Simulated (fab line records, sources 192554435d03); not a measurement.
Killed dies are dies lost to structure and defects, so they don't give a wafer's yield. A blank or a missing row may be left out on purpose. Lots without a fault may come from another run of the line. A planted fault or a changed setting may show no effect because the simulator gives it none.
fab line records | flow n5_finfet
record lots=9 wafers=27 last_day=18
route steps=1938 shown STI_FIN_REVEAL@199 DUMMY_GATE@228 BEOL_M4@1111 PASSIVATION@1936
lots that met no fault: from a run of the same line without faults
start_h: hours from the record's first day to the start of the lot's first wafer shown | wait_h: hours since the lot's step before | " the same as in the row above | L1.1+2: a row that stands for several wafers | - no value, or no start given | * or withheld: withheld | < > ~ a bound
route shown NAME@n: a module of which the file shows steps, and the number in the route of the first | usual: mean/standard deviation of fault-free wafers | same: alike in all rows | chamber/n: place in a boat | sites: the reading at each site | _std_site: their standard deviation | _edge_site: outer sites' mean less inner sites' | radius_mm: how far each site lies from the wafer's centre | mask NAME#n: copy n | behind: the tool/chamber that last shaped the wafer | hold: why the lot was held/for how many hours/how that ended | device: the transistor (n, p or np) that didn't switch | end of line: the same wafers' tests at the end of the route | a step without rows: its recipe alone | killed: dies lost to structure and defects at the first sort, not the wafer's yield | map: a wafer's dies, x killed, . not, _ none there
set.NAME: the setting as run; set.NAME@STEP: as run at that earlier step | model.NAME: the simulator's own value behind a step, which no gauge read
steps of the route over a sample of lots; a table a step, a row a wafer
services: from which hour (start_h, from the record's first day; less than 0 if before it) a tool's chamber was out of use, for how many hours, and why
## steps
# step N5_STI_FIN_REVEAL_ETCH_34
# recipe chemistry=H2 mode=isotropic material=Si target=Si target_depth_a=9.7 temp_c=20 pressure_mtorr=4.5 icp_w=300 bias_w=0 h2_flow_sccm=7.5 he_flow_sccm=142.5
# usual drypump_motor_current_A=5.6/0.44 he_flow_sccm=142.5/0.43 oes_product_au=0.994/0.023 throttle_valve_pct=25.8/0.51
# columns lot.wafer tool chamber start_h wait_h drypump_motor_current_A he_flow_sccm oes_product_au rf_hours_counter_h throttle_valve_pct
L521.1 rie_si-02 2 42.25 0.2 5.0 142.5 0.993 62 25.7
L521.5 " 1 " " 5.8 142.3 0.973 - 25.3
L521.6 " 2 " " 5.1 142.6 0.994 - 25.7
L526.2 rie_si-03 3 73.52 0.1 5.1 142.6 0.978 87 25.5
L526.3 " 2 " " 6.0 142.5 1.020 84 26.2
L526.6 " 1 " " 6.3 142.3 0.962 - 25.8
L528.1 rie_si-03 3 84.65 0.2 5.2 143.0 0.972 87 25.5
L528.2 " 1 " " 6.3 142.8 0.948 67 25.8
L528.5 " 2 " " 6.0 143.3 1.013 - 26.1
L529.2 rie_si-02 3 90.74 0.1 6.0 142.8 1.039 28 25.0
L529.5 " 2 " " 5.0 142.2 0.997 - 25.7
L529.6 " 3 " " 6.1 142.6 1.030 - 25.0
L532.1 rie_si-02 2 109.92 0.2 5.0 141.9 1.014 63 25.7
L532.5 " 3 " " 6.1 142.7 1.032 - 25.0
L532.6 " 0 " " 5.6 142.9 0.995 - 25.8
L534.1 rie_si-06 2 124.96 0.2 5.4 143.0 1.007 3 25.5
L534.3 " 1 " " 5.1 142.3 0.978 181 25.9
L534.5 " 0 " " 5.3 142.4 0.989 - 26.1
L539.1 rie_si-03 1 151.00 0.2 6.3 142.2 0.968 68 25.8
L539.4 " 3 " " 5.2 142.4 0.986 88 25.5
L539.5 " 2 " " 6.0 142.7 1.015 - 26.2
L540.2 rie_si-03 1 159.63 0.1 6.3 142.7 0.952 68 25.8
L540.4 " 3 " " 5.2 142.8 0.972 88 25.5
L540.5 " 3 " " 5.2 141.9 0.977 - 25.5
L542.2 rie_si-02 1 170.17 0.1 5.8 142.5 0.969 3 25.3
L542.3 " 2 " " 5.1 143.7 1.005 64 25.7
L542.6 " 2 " " 5.0 143.5 1.005 - 25.7
# step N5_DUMMY_GATE_EXPOSE_12
# recipe mask_id=GATE na=0.33 source_shape=annular sigma_inner=0.2 sigma_outer=0.6 polarization=unpolarized target_cd_nm=25 dose_mj=34
# usual exposure_dose_mJ_cm2=33.99/0.035
# same na=0.33 sigma_inner=0.2
# columns lot.wafer tool chamber start_h wait_h mask exposure_dose_mJ_cm2
L521.1 euv_scanner-01 0 51.43 - GATE#0 34.04
L521.5 " 0 " " GATE#0 34.02
L521.6 " 0 " " GATE#0 34.02
L526.2 euv_scanner-01 0 85.08 - GATE#0 34.00
L526.3 " 0 " " GATE#0 34.04
L526.6 " 0 " " GATE#0 34.03
L528.1 euv_scanner-02 0 94.84 - GATE#0 33.92
L528.2 " 0 " " GATE#0 33.92
L528.5 " 0 " " GATE#0 33.94
L529.2 euv_scanner-01 0 101.93 - GATE#0 33.96
L529.5 " 0 " " GATE#0 34.01
L529.6 " 0 " " GATE#0 33.96
L532.1 euv_scanner-01 0 120.86 - GATE#0 34.09
L532.5 " 0 " " GATE#0 34.00
L532.6 " 0 " " GATE#0 34.08
L534.1 euv_scanner-01 0 134.00 - GATE#0 32.40
L534.3 " 0 " " GATE#0 32.39
L534.5 " 0 " " GATE#0 32.39
L539.1 euv_scanner-01 0 164.00 - GATE#0 32.73
L539.4 " 0 " " GATE#0 32.76
L539.5 " 0 " " GATE#0 32.72
L540.2 euv_scanner-02 0 168.93 - GATE#0 33.99
L540.4 " 0 " " GATE#0 33.95
L540.5 " 0 " " GATE#0 33.99
L542.2 euv_scanner-02 0 179.56 - GATE#0 33.97
L542.3 " 0 " " GATE#0 33.99
L542.6 " 0 " " GATE#0 33.99
# step N5_DUMMY_GATE_CD_MEAS_15
# recipe target_cd_nm=25.8 landing_energy_ev=500 detector=se_inlens
# usual cd_nm=24.98/0.23
# columns lot.wafer tool chamber start_h wait_h cd_nm
L521.1 cd_sem-03 0 51.56 - 25.04
L521.5 " 0 " " 25.05
L521.6 " 0 " " 25.19
L526.2 cd_sem-02 0 85.20 - 24.74
L526.3 " 0 " " 24.95
L526.6 " 0 " " 25.06
L528.1 cd_sem-03 0 94.97 - 25.24
L528.2 " 0 " " 25.02
L528.5 " 0 " " 25.16
L529.2 cd_sem-01 0 102.05 - 25.01
L529.5 " 0 " " 24.68
L529.6 " 0 " " 24.86
L532.1 cd_sem-02 0 120.99 - 25.15
L532.5 " 0 " " 25.72
L532.6 " 0 " " 25.26
L534.1 cd_sem-01 0 134.12 - 25.75
L534.3 " 0 " " 26.01
L534.5 " 0 " " 25.46
L539.1 cd_sem-02 0 164.12 - 25.98
L539.4 " 0 " " 25.41
L539.5 " 0 " " 25.72
L540.2 cd_sem-01 0 169.05 - 25.01
L540.4 " 0 " " 24.75
L540.5 " 0 " " 24.66
L542.2 cd_sem-03 0 179.69 - 24.71
L542.3 " 0 " " 25.28
L542.6 " 0 " " 24.83
# step N5_DUMMY_GATE_INSPECT_17
# recipe mode=adi inspect_instrument=brightfield
# usual raw_defect_count=192/49
# columns lot.wafer tool chamber start_h wait_h raw_defect_count
L521.1 defect_inspect-01 - 51.66 0.1 133
L521.5 " - " " 171
L521.6 " - " " 189
L526.2 defect_inspect-01 - 85.30 0.0 227
L526.3 " - " " 189
L526.6 " - " " 161
L528.1 defect_inspect-02 - 95.06 0.1 139
L528.2 " - " " 160
L528.5 " - " " 132
L529.2 defect_inspect-01 - 102.14 0.0 198
L529.5 " - " " 205
L529.6 " - " " 186
L532.1 defect_inspect-02 - 121.10 0.1 175
L532.5 " - " " 173
L532.6 " - " " 181
L534.1 defect_inspect-02 - 134.22 0.1 232
L534.3 " - " " 219
L534.5 " - " " 242
L539.1 defect_inspect-02 - 164.22 0.1 204
L539.4 " - " " 169
L539.5 " - " " 154
L540.2 defect_inspect-01 - 169.15 0.0 148
L540.4 " - " " 151
L540.5 " - " " 147
L542.2 defect_inspect-01 - 179.78 0.0 185
L542.3 " - " " 198
L542.6 " - " " 156
# step N5_DUMMY_GATE_ETCH_29
# recipe chemistry=N2/H2 target=underlayer target_depth_a=130 ion_energy_ev=200 pressure_mtorr=30 source_w=840 bias_w=150 n2_flow_sccm=200 h2_flow_sccm=200
# usual drypump_motor_current_A=5.5/0.35 n2_flow_sccm=199.9/0.64 oes_product_au=0.76/0.061 rf_vpp_V=524.4/2 showerhead_plenum_p_Torr=2.56/0.061 throttle_valve_pct=17.92/0.14
# columns lot.wafer tool chamber start_h wait_h drypump_motor_current_A n2_flow_sccm oes_product_au rf_hours_counter_h rf_vpp_V showerhead_plenum_p_Torr throttle_valve_pct
L521.1 rie_diel-03 2 51.75 0.0 5.1 200.9 0.68 212 525.4 2.61 17.68
L521.5 " 3 " " 5.6 199.5 0.80 - 528.7 2.66 18.02
L521.6 " 2 " " 5.1 200.1 0.69 - 525.8 2.61 17.71
L526.2 rie_diel-05 0 85.40 0.0 5.8 199.4 0.76 160 526.9 2.64 17.87
L526.3 " 3 " " 5.8 200.2 0.78 133 525.3 2.56 18.09
L526.6 " 2 " " 5.2 199.5 0.74 - 524.3 2.54 17.72
L528.1 rie_diel-04 2 95.16 0.0 6.5 200.7 0.70 215 519.4 2.42 18.02
L528.2 " 3 " " 5.0 200.0 0.69 219 524.5 2.49 17.87
L528.5 " 3 " " 5.0 199.4 0.69 - 522.9 2.49 17.88
L529.2 rie_diel-05 0 102.24 0.0 5.8 199.0 0.75 165 526.4 2.63 17.90
L529.5 " 0 " " 5.8 200.0 0.75 - 527.6 2.63 17.90
L529.6 " 1 " " 5.6 200.6 0.70 - 524.7 2.55 17.99
L532.1 rie_diel-03 2 122.17 0.0 5.1 199.6 0.67 229 525.0 2.60 17.72
L532.5 " 1 " " 5.1 200.1 0.77 - 524.4 2.53 17.82
L532.6 " 0 " " 5.5 199.6 0.87 - 521.8 2.49 17.85
L534.1 rie_diel-03 2 134.32 0.0 5.1 200.8 0.66 235 525.6 2.60 17.73
L534.3 " 3 " " 5.6 199.9 0.78 147 527.3 2.65 18.08
L534.5 " 1 " " 5.1 200.1 0.77 - 523.9 2.53 17.83
L539.1 rie_diel-05 0 164.32 0.0 5.8 200.0 0.74 186 527.2 2.62 17.94
L539.4 " 3 " " 5.8 199.6 0.76 160 523.3 2.55 18.16
L539.5 " 1 " " 5.6 198.9 0.70 - 522.6 2.54 18.04
L540.2 rie_diel-03 2 169.25 0.0 5.1 199.7 0.66 245 525.8 2.59 17.74
L540.4 " 3 " " 5.6 199.5 0.77 157 525.6 2.64 18.10
L540.5 " 0 " " 5.4 200.4 0.86 - 522.3 2.48 17.87
L542.2 rie_diel-03 0 179.89 0.0 5.4 199.6 0.86 56 522.1 2.48 17.87
L542.3 " 2 " " 5.1 200.0 0.66 248 524.7 2.59 17.75
L542.6 " 0 " " 5.5 198.9 0.86 - 520.4 2.48 17.88
# step N5_BEOL_M4_RC_MEAS_101
# usual DIBL_N=36.2/1.6 DIBL_P=36.1/2 IOFF_N=0.16/0.032 IOFF_P=0.22/0.036 ION_N=672/11 ION_P=463/7.5 SS_N=71.4/0.58 SS_P=73.2/0.67 VT_N=250/3.3 VT_P=-250/3.3
# columns lot.wafer tool chamber start_h wait_h DIBL_N[mV/V] DIBL_P[mV/V] IOFF_N[nA/um] IOFF_P[nA/um] ION_N[uA/um] ION_P[uA/um] SS_N[mV/dec] SS_P[mV/dec] VT_N[mV] VT_P[mV]
L521.1 prober-01 0 175.49 0.0 35.8 35.9 0.15 0.24 678 477 71.1 73.3 249 -246
L521.5 " 0 " " 33.8 32.6 0.11 0.19 659 464 70.3 72.6 253 -251
L521.6 " 0 " " 35.6 34.7 0.15 0.22 672 470 71.3 72.8 248 -247
L526.2 prober-02 0 217.83 0.2 36.2 36.8 0.15 0.20 654 455 72.1 73.0 252 -251
L526.3 " 0 " " 35.3 34.3 0.12 0.17 665 461 71.8 72.3 255 -253
L526.6 " 0 " " 37.4 39.0 0.18 0.23 671 458 71.7 74.2 248 -250
L528.1 prober-01 0 220.24 0.0 37.7 38.2 0.22 0.30 675 464 71.6 74.1 245 -245
L528.2 " 0 " " 35.6 36.0 0.17 0.24 685 471 71.0 73.0 245 -248
L528.5 " 0 " " 35.2 35.4 0.16 0.24 667 466 70.4 73.9 250 -245
L529.2 prober-02 0 224.69 0.2 37.7 37.1 0.17 0.24 675 471 71.8 73.0 247 -246
L529.5 " 0 " " 37.3 38.2 0.16 0.26 678 471 71.5 74.0 248 -245
L529.6 " 0 " " 37.0 38.0 0.16 0.24 682 466 71.5 72.8 249 -246
L532.1 prober-02 0 246.98 0.0 33.7 33.0 0.12 0.19 657 461 70.5 72.0 252 -246
L532.5 " 0 " " 35.4 35.0 0.15 0.23 681 468 71.2 72.8 250 -245
L532.6 " 0 " " 36.2 35.8 0.18 0.23 686 474 71.4 73.0 247 -244
L534.1 prober-01 0 278.71 0.0 31.2 31.4 0.10 0.12 659 451 70.3 71.5 254 -258
L534.3 " 0 " " 32.2 32.8 0.11 0.14 658 455 70.0 71.6 255 -258
L534.5 " 0 " " 32.0 32.2 0.10 0.13 646 440 70.1 72.2 257 -258
L540.2 prober-02 0 305.23 0.2 40.5 38.1 0.21 0.27 666 462 71.8 73.7 246 -247
L540.4 " 0 " " 37.6 34.2 0.15 0.20 660 462 71.4 72.6 250 -250
L540.5 " 0 " " 38.3 34.9 0.16 0.20 653 457 71.7 72.8 251 -250
L539.1 prober-02 0 317.33 0.0 33.4 31.7 0.12 0.15 667 455 70.7 72.7 252 -257
L539.4 " 0 " " 32.9 31.3 0.12 0.14 657 446 71.3 72.6 254 -253
L539.5 " 0 " " 33.9 32.8 0.13 0.16 671 452 71.3 72.3 251 -253
L542.2 prober-02 0 323.01 0.2 33.9 34.4 0.12 0.17 661 464 70.6 71.7 254 -253
L542.3 " 0 " " 35.4 37.0 0.14 0.20 679 466 70.3 72.9 253 -249
L542.6 " 0 " " 34.7 36.1 0.13 0.19 669 466 70.5 72.2 254 -252
# step N5_PASSIVATION_PROBE_49
# usual defect_limited_yield=91.4/1.3 killed_at_M0_to_M3=34/10 killed_at_M4_up=14/5.6 killed_at_contacts=13/5.9 killed_at_front_end=37/9.9 killed_at_other=3.5/2.8 killed_dies=101/15 killed_on_rim=13/3.9 killed_open=67/12 killed_short=32/6.6 sort_bin_5_function=5.0/0.81 sort_bin_6_memory=3.2/0.66 sort_n_pass=1079/15 sort_yield_pct=91.4/1.3
# same gross_dies=1180 killed_at_back_side=0 sort_bin_4_leakage[%]=0 sort_bin_8_speed[%]=0
# columns lot.wafer tool chamber start_h wait_h defect_limited_yield[%] killed_at_M0_to_M3 killed_at_M4_up killed_at_contacts killed_at_front_end killed_at_other killed_dies killed_on_rim killed_open killed_short sort_bin_5_function[%] sort_bin_6_memory[%] sort_n_pass sort_yield_pct[%]
L521.1 prober-02 - 289.88 0.0 91.3 29 14 17 36 7 103 10 73 26 5.1 3.2 1077 91.3
L521.5 prober-02 - 290.08 0.2 92.1 33 11 17 30 2 93 11 64 29 4.8 2.6 1087 92.1
L521.6 prober-02 - 290.13 0.3 92.1 35 3 16 35 4 93 16 55 38 4.7 2.9 1087 92.1
L526.2 prober-02 - 323.84 0.1 92.3 31 8 19 24 9 91 14 59 31 4.6 2.8 1089 92.3
L526.3 prober-02 - 323.89 0.1 91.9 29 17 16 31 2 95 9 68 27 4.7 3.3 1085 91.9
L526.6 prober-02 - 324.04 0.3 92.1 23 9 11 42 8 93 13 51 42 4.7 2.6 1087 92.1
L528.1 prober-01 - 328.61 0.0 95.2 18 11 3 24 1 57 11 38 19 2.6 1.9 1123 95.2
L528.2 prober-01 - 328.66 0.1 91.9 26 12 9 43 5 95 8 56 38 4.7 3.0 1085 91.9
L528.5 prober-01 - 328.81 0.2 93.3 17 13 6 39 4 79 10 57 22 3.6 2.9 1101 93.3
L529.2 prober-01 - 336.84 0.1 93.1 21 13 9 35 3 81 12 47 27 3.8 1.9 1099 93.1
L529.5 prober-01 - 336.99 0.2 92.7 17 9 12 47 1 86 7 50 35 3.8 3.0 1094 92.7
L529.6 prober-01 - 337.04 0.3 93.7 27 13 8 24 2 74 2 52 22 3.6 2.5 1106 93.7
L532.1 prober-01 - 352.87 0.0 91.3 35 16 16 33 3 103 16 72 28 5.6 2.7 1077 91.3
L532.5 prober-01 - 353.07 0.2 92.0 18 35 6 33 2 94 13 65 29 5.1 2.5 1086 92.0
L532.6 prober-01 - 353.12 0.3 92.0 13 17 7 54 3 94 11 66 27 4.1 3.6 1086 92.0
L534.1 prober-02 - 396.56 0.0 91.6 30 9 14 39 7 99 16 69 29 5.0 3.1 1081 91.6
L534.3 prober-02 - 396.66 0.1 93.1 20 9 18 33 1 81 9 59 20 3.9 2.8 1099 93.1
L534.5 prober-02 - 396.76 0.2 88.5 51 18 10 44 13 136 19 94 40 6.3 4.7 1044 88.5
L540.2 prober-02 - 404.77 0.1 90.8 34 8 10 53 4 109 16 70 32 5.2 3.3 1071 90.8
L540.4 prober-02 - 404.87 0.2 91.9 37 14 8 31 6 96 12 67 27 4.7 3.3 1084 91.9
L540.5 prober-02 - 404.92 0.2 90.9 38 7 10 50 2 107 14 79 27 4.8 3.9 1073 90.9
L539.1 prober-02 - 418.65 0.6 89.9 29 20 19 47 4 119 15 81 36 6.0 3.6 1061 89.9
L539.4 prober-02 - 418.80 0.7 93.5 26 15 10 20 6 77 5 42 34 4.2 2.2 1103 93.5
L539.5 prober-02 - 418.85 0.8 90.4 37 23 13 38 2 113 16 82 28 5.8 3.5 1067 90.4
L542.2 prober-02 - 423.61 0.1 90.8 44 10 9 42 4 109 9 72 37 5.7 3.3 1071 90.8
L542.3 prober-02 - 423.66 0.1 91.2 26 15 15 43 5 104 16 68 35 4.8 3.7 1076 91.2
L542.6 prober-02 - 423.81 0.3 92.1 39 19 10 24 1 93 8 55 38 4.7 3.1 1087 92.1
# killed by level:class
L521.1 MOL_CONTACT_COAG:geometric_particle:open=15 BEOL_M1:geometric_particle:open=11 STI_FIN_REVEAL:geometric_particle:open=10 BEOL_M3:geometric_particle:open=8 BEOL_M4:geometric_particle:open=8 GATE_CUT:geometric_particle:short=5 BEOL_M0_SAQP:geometric_particle:open=5 GATE_CUT:geometric_particle:open=4
L521.5 MOL_CONTACT_COAG:geometric_particle:open=16 BEOL_M3:geometric_particle:open=9 BEOL_M1:geometric_particle:open=7 DUMMY_GATE:geometric_particle:open=6 STI_FIN_REVEAL:geometric_particle:open=5 GATE_CUT:geometric_particle:short=5 BEOL_M4:geometric_particle:open=5 FIN_SAQP:geometric_particle:short=4
L521.6 MOL_CONTACT_COAG:geometric_particle:open=11 FIN_SAQP:geometric_particle:short=10 BEOL_M1:geometric_particle:open=10 BEOL_M0:geometric_particle:open=7 FIN_SAQP:geometric_particle:open=6 GATE_CUT:geometric_particle:open=5 MOL_CONTACT_COAG:geometric_particle:short=5 GATE_CUT:geometric_particle:short=4
L526.2 MOL_CONTACT_COAG:geometric_particle:open=16 BEOL_M0_SAQP:geometric_particle:open=12 BEOL_M0_SAQP:geometric_particle:short=8 FIN_SAQP:geometric_particle:short=6 FIN_SAQP:geometric_particle:open=4 BEOL_M4:geometric_particle:open=4 STI_FIN_REVEAL:geometric_particle:short=3 BEOL_M2:geometric_particle:open=3
L526.3 MOL_CONTACT_COAG:geometric_particle:open=16 BEOL_M0_SAQP:geometric_particle:short=9 BEOL_M0_SAQP:geometric_particle:open=8 BEOL_M4:geometric_particle:open=8 GATE_CUT:geometric_particle:short=7 BEOL_M2:geometric_particle:open=7 STI_FIN_REVEAL:geometric_particle:open=6 FIN_SAQP:geometric_particle:open=4
L526.6 FIN_SAQP:geometric_particle:open=12 MOL_CONTACT_COAG:geometric_particle:open=10 FIN_SAQP:geometric_particle:short=7 BEOL_M0_SAQP:geometric_particle:short=6 STI_FIN_REVEAL:geometric_particle:open=5 BEOL_M2:geometric_particle:short=4 BEOL_M2:geometric_particle:open=4 STI_FIN_REVEAL:geometric_particle:short=3
L528.1 FIN_SAQP:geometric_particle:open=10 GATE_CUT:geometric_particle:short=5 BEOL_M2:geometric_particle:open=5 BEOL_M4:geometric_particle:open=4 STI_FIN_REVEAL:geometric_particle:open=3 MOL_CONTACT_COAG:geometric_particle:open=3 BEOL_M0_SAQP:geometric_particle:short=3 BEOL_M1:geometric_particle:short=3
L528.2 FIN_SAQP:geometric_particle:open=19 FIN_SAQP:geometric_particle:short=10 BEOL_M4:geometric_particle:open=7 MOL_CONTACT_COAG:geometric_particle:open=6 BEOL_M0_SAQP:geometric_particle:short=6 BEOL_M2:geometric_particle:open=6 DUMMY_GATE:geometric_particle:open=5 GATE_CUT:geometric_particle:short=4
L528.5 FIN_SAQP:geometric_particle:open=18 FIN_SAQP:geometric_particle:short=11 BEOL_M5:geometric_particle:open=7 BEOL_M1:geometric_particle:open=5 MOL_CONTACT_COAG:geometric_particle:open=4 BEOL_M0_SAQP:geometric_particle:short=4 STARTING-WAFER:geometric_particle:short=3 BEOL_M0_SAQP:geometric_particle:open=3
L529.2 BEOL_M1:geometric_particle:open=8 MOL_CONTACT_COAG:geometric_particle:open=7 HKMG_FIN:area_etch=7 BEOL_M4:geometric_particle:open=6 STI_FIN_REVEAL:geometric_particle:open=5 GATE_CUT:geometric_particle:short=5 STARTING-WAFER:geometric_particle:open=5 BEOL_M0_SAQP:geometric_particle:short=4
L529.5 FIN_SAQP:geometric_particle:short=18 FIN_SAQP:geometric_particle:open=11 MOL_CONTACT_COAG:geometric_particle:open=11 BEOL_M0_SAQP:geometric_particle:short=6 BEOL_M2:geometric_particle:open=5 BEOL_M4:geometric_particle:open=5 DUMMY_GATE:geometric_particle:open=4 GATE_CUT:geometric_particle:short=4
L529.6 BEOL_M1:geometric_particle:open=8 MOL_CONTACT_COAG:geometric_particle:open=7 BEOL_M4:geometric_particle:open=7 BEOL_M2:geometric_particle:open=6 STI_FIN_REVEAL:geometric_particle:open=5 DUMMY_GATE:geometric_particle:open=5 BEOL_M1:geometric_particle:short=5 FIN_SAQP:geometric_particle:open=3
L532.1 MOL_CONTACT_COAG:geometric_particle:open=14 STI_FIN_REVEAL:geometric_particle:open=12 FIN_SAQP:geometric_particle:open=9 BEOL_M2:geometric_particle:open=7 BEOL_M4:geometric_particle:open=7 BEOL_M3:geometric_particle:short=5 BEOL_M1:geometric_particle:open=5 BEOL_M0_SAQP:geometric_particle:short=4
L532.5 BEOL_M4:geometric_particle:open=16 STI_FIN_REVEAL:geometric_particle:open=10 BEOL_M5:geometric_particle:open=9 DUMMY_GATE:geometric_particle:open=7 BEOL_M0_SAQP:geometric_particle:open=7 BEOL_M0_SAQP:geometric_particle:short=6 FIN_SAQP:geometric_particle:short=4 MOL_CONTACT_COAG:geometric_particle:open=4
L532.6 FIN_SAQP:geometric_particle:open=18 STI_FIN_REVEAL:geometric_particle:open=13 FIN_SAQP:geometric_particle:short=8 BEOL_M4:geometric_particle:open=6 BEOL_M1:geometric_particle:open=5 MOL_CONTACT_COAG:geometric_particle:open=4 BEOL_M6:geometric_particle:open=4 DUMMY_GATE:geometric_particle:open=3
L534.1 STI_FIN_REVEAL:geometric_particle:open=12 MOL_CONTACT_COAG:geometric_particle:open=12 BEOL_M0_SAQP:geometric_particle:open=10 BEOL_M0_SAQP:geometric_particle:short=7 FIN_SAQP:geometric_particle:open=4 BEOL_M1:geometric_particle:open=4 BEOL_M2:geometric_particle:open=4 BEOL_M4:geometric_particle:open=4
L534.3 MOL_CONTACT_COAG:geometric_particle:open=16 STI_FIN_REVEAL:geometric_particle:open=12 BEOL_M1:geometric_particle:open=8 FIN_SAQP:geometric_particle:open=6 STI_FIN_REVEAL:geometric_particle:short=4 BEOL_M0_SAQP:geometric_particle:open=3 BEOL_M0_SAQP:geometric_particle:short=3 ILD0:geometric_particle:open=2
L534.5 STI_FIN_REVEAL:geometric_particle:open=15 BEOL_M0_SAQP:geometric_particle:open=11 BEOL_M0_SAQP:geometric_particle:short=10 BEOL_M1:geometric_particle:open=9 MOL_CONTACT_COAG:geometric_particle:open=9 BEOL_M4:geometric_particle:open=9 BEOL_M2:geometric_particle:open=8 FIN_SAQP:geometric_particle:short=6
L540.2 STI_FIN_REVEAL:geometric_particle:open=15 FIN_SAQP:geometric_particle:open=11 BEOL_M2:geometric_particle:open=9 GATE_CUT:geometric_particle:short=8 BEOL_M3:geometric_particle:open=7 MOL_CONTACT_COAG:geometric_particle:open=6 BEOL_M3:geometric_particle:short=6 HKMG_FIN:area_etch=6
L540.4 BEOL_M3:geometric_particle:open=16 MOL_CONTACT_COAG:geometric_particle:open=7 STI_FIN_REVEAL:geometric_particle:open=5 BEOL_M0_SAQP:geometric_particle:short=5 BEOL_M4:geometric_particle:open=5 BEOL_M1:geometric_particle:open=4 STARTING-WAFER:geometric_particle:open=4 DUMMY_GATE:geometric_particle:short=4
L540.5 SPACER0:geometric_particle:open=13 FIN_SAQP:geometric_particle:open=11 BEOL_M3:geometric_particle:open=11 MOL_CONTACT_COAG:geometric_particle:open=7 DUMMY_GATE:geometric_particle:open=7 BEOL_M0:geometric_particle:open=6 BEOL_M0_SAQP:geometric_particle:open=5 STI_FIN_REVEAL:geometric_particle:open=4
L539.1 MOL_CONTACT_COAG:geometric_particle:open=15 STI_FIN_REVEAL:geometric_particle:open=14 BEOL_M3:geometric_particle:open=8 BEOL_M0_SAQP:geometric_particle:short=7 FIN_SAQP:geometric_particle:short=5 FIN_SAQP:geometric_particle:open=5 DUMMY_GATE:geometric_particle:open=5 BEOL_M6:geometric_particle:open=5
L539.4 BEOL_M0_SAQP:geometric_particle:short=14 MOL_CONTACT_COAG:geometric_particle:open=8 BEOL_M4:geometric_particle:open=8 STI_FIN_REVEAL:geometric_particle:open=4 BEOL_M0_SAQP:geometric_particle:open=4 BEOL_M2:geometric_particle:open=4 ILD0:geometric_particle:short=3 STARTING-WAFER:geometric_particle:short=3
L539.5 STI_FIN_REVEAL:geometric_particle:open=13 MOL_CONTACT_COAG:geometric_particle:open=11 BEOL_M2:geometric_particle:open=10 BEOL_M3:geometric_particle:open=9 BEOL_M0_SAQP:geometric_particle:open=6 BEOL_M4:geometric_particle:open=6 FIN_SAQP:geometric_particle:open=5 BEOL_M0_SAQP:geometric_particle:short=5
L542.2 FIN_SAQP:geometric_particle:open=14 BEOL_M0_SAQP:geometric_particle:open=12 BEOL_M0_SAQP:geometric_particle:short=10 MOL_CONTACT_COAG:geometric_particle:open=8 BEOL_M1:geometric_particle:open=7 GATE_CUT:geometric_particle:short=5 BEOL_M2:geometric_particle:open=5 BEOL_M3:geometric_particle:open=5
L542.3 MOL_CONTACT_COAG:geometric_particle:open=13 STI_FIN_REVEAL:geometric_particle:open=10 FIN_SAQP:geometric_particle:open=9 DUMMY_GATE:geometric_particle:open=6 BEOL_M0_SAQP:geometric_particle:short=6 FIN_SAQP:geometric_particle:short=4 BEOL_M0_SAQP:geometric_particle:open=4 BEOL_M1:geometric_particle:open=4
L542.6 BEOL_M0_SAQP:geometric_particle:short=11 MOL_CONTACT_COAG:geometric_particle:open=8 BEOL_M3:geometric_particle:open=8 BEOL_M1:geometric_particle:open=6 FIN_SAQP:geometric_particle:open=5 FIN_SAQP:geometric_particle:short=5 GATE_CUT:geometric_particle:short=5 BEOL_M0_SAQP:geometric_particle:open=4
## services
# columns tool chamber start_h hours kind
euv_scanner-01 - 20.30 0.3 repair
rie_diel-04 1 20.40 7.2 repair
euv_scanner-02 - 22.43 0.1 repair
rie_diel-04 2 34.66 7.4 repair
rie_si-02 - 38.96 0.7 repair
euv_scanner-01 - 39.45 1.0 pm
euv_scanner-01 - 52.92 2.2 repair
euv_scanner-02 - 55.16 1.0 pm
euv_scanner-02 - 56.39 2.1 repair
rie_diel-03 2 63.50 4.4 repair
rie_diel-05 3 63.51 2.7 repair
rie_diel-03 - 78.65 2.5 repair
rie_si-06 0 81.36 1.9 repair
euv_scanner-01 - 95.60 1.0 pm
euv_scanner-02 - 107.83 7.3 repair
rie_diel-04 - 118.88 14.6 pm
euv_scanner-01 - 151.75 1.0 pm
euv_scanner-02 - 152.05 0.6 repair
rie_diel-04 3 164.80 1.4 repair
euv_scanner-02 - 165.59 1.0 pm
rie_si-06 - 165.92 0.3 repair
euv_scanner-02 - 171.62 4.6 pm
euv_scanner-01 0 173.87 - calibration
euv_scanner-01 - 176.23 5.8 pm
## key
first_sign step=N5_DUMMY_GATE_EXPOSE_12 reading=exposure_dose_mJ_cm2 direction=down sigmas=41 usual=33.99 struck=32.57
effect step=N5_DUMMY_GATE_CD_MEAS_15 reading=cd_nm direction=up sigmas=3.3 usual=24.98 struck=25.72 through=control_loop
effect step=N5_BEOL_M4_RC_MEAS_101 reading=DIBL_N direction=down sigmas=2.2 usual=36.2 struck=32.6
effect step=N5_BEOL_M4_RC_MEAS_101 reading=IOFF_P direction=down sigmas=2 usual=0.22 struck=0.14
effect step=N5_BEOL_M4_RC_MEAS_101 reading=DIBL_P direction=down sigmas=2 usual=36.1 struck=32.0
effect step=N5_BEOL_M4_RC_MEAS_101 reading=SS_P direction=down sigmas=1.5 usual=73.2 struck=72.1
effect step=N5_BEOL_M4_RC_MEAS_101 reading=IOFF_N direction=down sigmas=1.5 usual=0.16 struck=0.11
effect step=N5_BEOL_M4_RC_MEAS_101 reading=SS_N direction=down sigmas=1.4 usual=71.4 struck=70.6
met_at N5_DUMMY_GATE_EXPOSE_12
struck_lots L534,L539
loop_trim step=N5_DUMMY_GATE_EXPOSE_12 setting=dose lots=L539
not_acting_at N5_STI_FIN_REVEAL_ETCH_34,N5_DUMMY_GATE_INSPECT_17,N5_DUMMY_GATE_ETCH_29
onset_between 120.86 134.00
fault kind=process_parameter_drift tool=euv_scanner-01 chamber=- onset_h=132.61 steps=N5_DUMMY_GATE_EXPOSE_12 channel=dose_mj offset=-1.6152 shape=step acts_in=these_recipes_only stated=34
# loop_trim: a control loop set the setting to another value than it would have without faults
